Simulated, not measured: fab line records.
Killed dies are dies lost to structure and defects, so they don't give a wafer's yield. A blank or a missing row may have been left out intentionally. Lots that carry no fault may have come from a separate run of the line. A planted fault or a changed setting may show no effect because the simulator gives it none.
Chamber matching ; flow n5-finfet ; N5_BEOL_M12_CMP_49 on cmp-01: 4 sister chambers
The step polishes, stops on SiOC, t overpolish 20.6 s, target thk 320 nm. 16 wafers are shown with their chamber, then 8 later ones without.

EACH WAFER AND ITS CHAMBER
wafer;chamber;motor-current-A (A);barrier-field-endpoint-s (s);overpolish-run-s (s)
L078.1;1;5.7;28.8;20.612
L078.2;3;6.3;29.5;20.609
L078.4;2;7.0;29.8;20.601
L075.2;1;5.4;28.5;20.612
L075.5;1;5.7;29.2;20.597
L075.6;0;5.4;30.1;20.605
L082.2;3;6.9;29.7;20.604
L082.3;1;5.6;29.4;20.597
L082.6;2;7.2;29.2;20.608
L081.2;3;6.7;30.6;20.609
L081.4;0;5.8;30.9;20.582
L081.6;2;7.2;30.7;20.600
L084.1;1;5.9;29.0;20.597
L084.2;2;7.1;31.0;20.608
L084.5;2;7.4;29.9;20.585
L083.3;1;5.7;28.5;20.601

SIGNATURES, as means of the wafers listed above
reading;chamber 0;chamber 1;chamber 2;chamber 3;scatter within a chamber
motor-current-A;5.600;5.667;7.180;6.633;0.202
barrier-field-endpoint-s;30.500;28.900;30.120;29.933;0.562
overpolish-run-s;20.59350;20.60267;20.60040;20.60733;0.0087
Rule: for each reading, subtract the chamber's mean from the wafer's reading, divide by that reading's scatter and square the result; add these up over the readings and take the root, which gives the wafer's distance from the chamber. If the next closest chamber is less than 2 further off than the closest, the wafer can't be placed; otherwise it belongs to the closest. The scatter is the square root of a quotient: the sum, over the shown wafers, of each reading's squared deviation from its chamber's mean, divided by wafers minus chambers.

WAFERS MISSING THEIR CHAMBER
wafer;motor-current-A (A);barrier-field-endpoint-s (s);overpolish-run-s (s)
L083.5;5.6;29.8;20.598
L083.6;6.2;28.8;20.605
L085.2;5.9;30.5;20.590
L085.4;5.6;27.8;20.609
L085.5;6.3;28.7;20.608
L087.3;6.8;29.7;20.615
L087.4;5.6;30.9;20.600
L087.6;5.7;29.2;20.610

WHICH CHAMBER EACH WENT THROUGH
wafer;from the rows above;in truth
L083.5;can't be placed: 0 or 1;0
L083.6;can't be placed: 1 or 3 or 0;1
L085.2;can't be placed: 0 or 1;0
L085.4;1;1
L085.5;can't be placed: 3 or 1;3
L087.3;can't be placed: 3 or 2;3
L087.4;0;0
L087.6;1;1
Correctly placed: 3 of 8. These rows do not allow placing 5 (true chamber among the candidates in 5). 0 placed wrongly.
